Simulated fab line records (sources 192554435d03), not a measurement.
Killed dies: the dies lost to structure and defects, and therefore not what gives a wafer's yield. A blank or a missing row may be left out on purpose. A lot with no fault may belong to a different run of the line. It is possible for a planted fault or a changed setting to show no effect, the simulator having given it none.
Lot-split experiment	flow n5 finfet	route with 1938 steps; 7 lots, 21 wafers read

ABOUT THE SPLIT
At N5_BEOL_M0_SAQP_PECVD_96 (deposits a-Si from SiH4/He, target thk 45 nm, time 45.2 s), the setting time s was moved away from the recipe's 45.2 s on 5 of the 21 wafers read, by -13.2% to +4.0%. For the rest of the wafers, this setting stayed at what the recipe calls for.

The reading comes from the split's own step.

THE READING
a-Si_of_BEOL_M0_SAQP_PECVD_96.thk nm (the simulator's own value, which no gauge read), in nm, at N5_BEOL_M0_SAQP_PECVD_96 (deposits a-Si from SiH4/He, target thk 45 nm, time 45.2 s). There is no usual value for it anywhere in the file. The 16 wafers here that ran the recipe average 45.0 nm, standard deviation 0.61 nm.

wafer	tool, chamber at the split	time s as run, s	against the recipe	a-Si_of_BEOL_M0_SAQP_PECVD_96.thk nm, nm	against lot-mates on the recipe
L083.3	pecvd-01, 2	45.2	recipe	44.2	-
L083.4	pecvd-01, 2	45.2	recipe	44.6	-
L083.6	pecvd-01, 0	45.2	recipe	45.8	-
L090.1	pecvd-03, 2	45.2	recipe	45.2	-
L090.2	pecvd-03, 1	45.2	recipe	45	-
L090.6	pecvd-03, 0	45.2	recipe	44.8	-
L089.2	pecvd-01, 2	41.22	-8.8%	41	-4.4
L089.5	pecvd-01, 0	45.2	recipe	45.8	-
L089.6	pecvd-01, 2	45.2	recipe	45	-
L091.2	pecvd-04, 2	45.2	recipe	43.6	-
L091.4	pecvd-04, 2	47.03	+4.0%	46.8	+2.6
L091.5	pecvd-04, 1	45.2	recipe	44.8	-
L092.1	pecvd-01, 1	39.24	-13.2%	39	-6.8
L092.3	pecvd-01, 2	39.24	-13.2%	38.8	-7.0
L092.5	pecvd-01, 2	45.2	recipe	45.8	-
L094.2	pecvd-03, 2	45.2	recipe	44.2	-
L094.4	pecvd-03, 1	45.2	recipe	45	-
L094.6	pecvd-03, 1	42.51	-6.0%	42	-2.6
L097.1	pecvd-04, 2	45.2	recipe	44.8	-
L097.2	pecvd-04, 0	45.2	recipe	45.4	-
L097.4	pecvd-04, 1	45.2	recipe	45.6	-

FIT RESULTS
A straight line over all 21 wafers: a-Si_of_BEOL_M0_SAQP_PECVD_96.thk nm changes by +0.461 nm for each +1% of time s; r = +0.97; the points scatter about the line by 0.57 nm.
The same after taking each lot's own level away (the mean of its wafers on the recipe; 21 wafers): +0.521 nm for each +1%; r = +0.98; scatter 0.44 nm.
The reading moves by 6.9 nm for the largest change in time s, on that fit.
Across the lots, their own levels run from 44.20 to 45.80 nm, a range of 2.6 times the standard deviation given above.
So the lot-to-lot level changes the slope: the two fits differ.
Check: -6.83 nm against its lot-mates is what the line predicts for one of the wafers moved furthest among these (-13.2%) when that wafer is left out of the fit. It came out at -6.8 nm against them.

THE OTHER SPLITS THESE WAFERS WENT THROUGH
Other splits were also applied to these wafers ahead of the reading. Each is held against what the fit with the lots' levels taken away leaves over:
other split on the same wafers	wafers away from the commonest value	r with a-Si_of_BEOL_M0_SAQP_PECVD_96.thk nm (lot level and that fit taken away)
N5_MOL_CONTACT_COAG_COAT_76 spin rpm	8	+0.13

THE FILE'S OWN FIT
a-Si_of_BEOL_M0_SAQP_PECVD_96.thk nm changes by +0.514 nm for each +1% of time s, r = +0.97.
